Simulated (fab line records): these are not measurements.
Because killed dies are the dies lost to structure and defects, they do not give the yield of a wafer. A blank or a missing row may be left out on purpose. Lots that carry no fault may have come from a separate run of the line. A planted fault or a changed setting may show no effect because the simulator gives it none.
One fault through the eyes of 2 desks ; flow n5-finfet ; each desk holds nothing but its own numbers, with what lay behind them at the end

AT THE TOOL OWNER'S DESK: rie-diel-02
The tool's own readings at N5_SD_EPI_P_ETCH_37 (etches SOC in N2/H2, overetch 108 nm, time 486 s): means of the sampled wafers that have a number, for each lot that ran on this tool. A lot is out of limits, marked OUT, if its mean lies more than 4 standard deviations from the usual mean; the brackets give that distance.
Columns: A = drypump-motor-current-A at N5_SD_EPI_P_ETCH_37, usual 5.80 A; B = oes-product-au at N5_SD_EPI_P_ETCH_37, usual 0.69 a.u.; C = rf-vpp-V at N5_SD_EPI_P_ETCH_37, usual 240.8 V; D = showerhead-plenum-p-Torr at N5_SD_EPI_P_ETCH_37, usual 2.55 Torr; E = throttle-valve-pct at N5_SD_EPI_P_ETCH_37, usual 23.90 %
lot;first seen here;A;B;C;D;E
L509;day 3 20:10;5.77;0.70;240.5;2.51;23.90
L520;day 6 18:05;5.45;0.67;240.2;2.53;23.84
L521;day 6 20:04;5.60;0.68;240.3;2.48;23.84
L523;day 7 06:41;5.45;0.66;241.1;2.53;23.84
This desk's finding: nothing out of limits on any of the 4 lots.

METROLOGY DESK
What the gauges read for every lot (on any tool): the sampled wafers with a number, averaged. A lot is out of limits, marked OUT, if its mean lies more than 4 standard deviations from the usual mean; the brackets give that distance. Shown here are 7 of its 10 readings, the ones lying furthest out on some lot.
Columns: A = DIBL_N at N5_BEOL_M4_RC_MEAS_101, usual 36.3 mV/V; B = DIBL_P at N5_BEOL_M4_RC_MEAS_101, usual 35.7 mV/V; C = IOFF_N at N5_BEOL_M4_RC_MEAS_101, usual 0.155 nA/um; D = ION_N at N5_BEOL_M4_RC_MEAS_101, usual 671 uA/um; E = ION_P at N5_BEOL_M4_RC_MEAS_101, usual 459 uA/um; F = VT_N at N5_BEOL_M4_RC_MEAS_101, usual 250.2 mV; G = VT_P at N5_BEOL_M4_RC_MEAS_101, usual -251 mV
lot;first seen here;A;B;C;D;E;F;G
L509;day 8 18:39;36.6;36.7;0.188;682;469;247.2;-248
L520;day 11 07:37;35.1;33.1;0.142;675;457;252.8;-257
L521;day 11 13:05;36.5;34.0;0.154;673;452;248.6;-254
L523;day 11 23:05;35.1;36.1;0.144;668;455;252.2;-251
L529;day 13 14:38;34.2;34.2;0.114;651;455;255.3;-251
This desk's finding: nothing out of limits on any of the 5 lots.

PUT TOGETHER
Nothing out of limits was seen by the tool owner's desk.
The metrology desk saw nothing out of limits.

WHAT HAD BEEN PUT IN BY THE SIMULATOR
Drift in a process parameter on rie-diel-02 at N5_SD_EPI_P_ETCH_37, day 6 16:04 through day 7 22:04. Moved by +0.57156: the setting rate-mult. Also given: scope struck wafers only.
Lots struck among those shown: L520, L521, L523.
